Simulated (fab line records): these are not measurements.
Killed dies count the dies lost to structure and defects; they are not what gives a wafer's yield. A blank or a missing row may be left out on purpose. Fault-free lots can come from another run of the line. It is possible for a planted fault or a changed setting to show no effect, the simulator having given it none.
Matching of chambers | flow nandHarc | 4 sister chambers for NHARC_P_M1_CMP_23 on cmp-02
The step polishes, t overpolish 20 s, target thk 157.82 nm. 22 wafers are shown with their chamber, then 11 later ones without.

EACH WAFER AND ITS CHAMBER
wafer  | chamber | motorCurrentA (A) | timeToEndpointS (s)
L079.1 | 0       | 11.5              | 32
L079.5 | 2       | 10.8              | 32
L079.6 | 1       | 12.8              | 29
L081.2 | 1       | 12.2              | 30
L081.3 | 3       | 12.0              | 31
L081.6 | 2       | 11.0              | 37
L082.1 | 3       | 12.1              | 32
L082.2 | 1       | 12.8              | 26
L082.6 | 3       | 12.0              | 31
L083.1 | 1       | 11.9              | 27
L083.2 | 0       | 11.3              | 33
L083.6 | 3       | 12.6              | 33
L089.1 | 3       | 12.5              | 27
L089.3 | 0       | 12.0              | 28
L089.4 | 2       | 11.2              | 32
L090.1 | 0       | 11.9              | 32
L090.3 | 2       | 10.8              | 33
L090.4 | 1       | 13.0              | 28
L092.1 | 2       | 11.3              | 29
L092.2 | 0       | 11.2              | 28
L092.5 | 3       | 12.0              | 28
L093.1 | 1       | 13.2              | 25

SIGNATURES (means of the wafers above)
reading         | chamber 0 | chamber 1 | chamber 2 | chamber 3 | scatter within a chamber
motorCurrentA   | 11.580    | 12.650    | 11.020    | 12.200    | 0.36
timeToEndpointS | 30.60     | 27.50     | 32.60     | 30.33     | 2.37
Rule: a wafer lies at a distance from a chamber equal to the root of the sum of squares, over the readings, of (its reading less the chamber's mean, divided by the reading's scatter). The wafer belongs to the nearest chamber; if the next one is less than 2 further off, it can't be placed. How the scatter is found: for the shown wafers, subtract from each reading the mean of its chamber, square and add these, divide the total by (wafers less chambers), then take the root.

WAFERS WHOSE CHAMBER IS MISSING
wafer  | motorCurrentA (A) | timeToEndpointS (s)
L093.4 | 11.3              | 29
L093.6 | 12.0              | 29
L095.1 | 10.8              | 32
L095.4 | 12.2              | 28
L095.5 | 11.4              | 34
L096.2 | 11.7              | 30
L096.3 | 12.1              | 27
L096.4 | 10.7              | 32
L097.1 | 12.8              | 27
L097.3 | 11.2              | 33
L097.6 | 12.0              | 28

WHICH CHAMBER EACH WENT THROUGH
wafer  | from the rows above          | in truth
L093.4 | can't be placed: 0 or 2 or 3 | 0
L093.6 | can't be placed: 3 or 0 or 1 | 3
L095.1 | can't be placed: 2 or 0      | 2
L095.4 | can't be placed: 3 or 1 or 0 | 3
L095.5 | can't be placed: 2 or 0 or 3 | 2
L096.2 | can't be placed: 0 or 3 or 2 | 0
L096.3 | can't be placed: 3 or 1 or 0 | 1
L096.4 | can't be placed: 2 or 0      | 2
L097.1 | can't be placed: 1 or 3      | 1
L097.3 | can't be placed: 2 or 0      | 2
L097.6 | can't be placed: 3 or 0 or 1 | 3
Correct placement for 0 of the 11. These rows do not allow placing 11 (true chamber among the candidates in 11). Wrongly placed: 0.
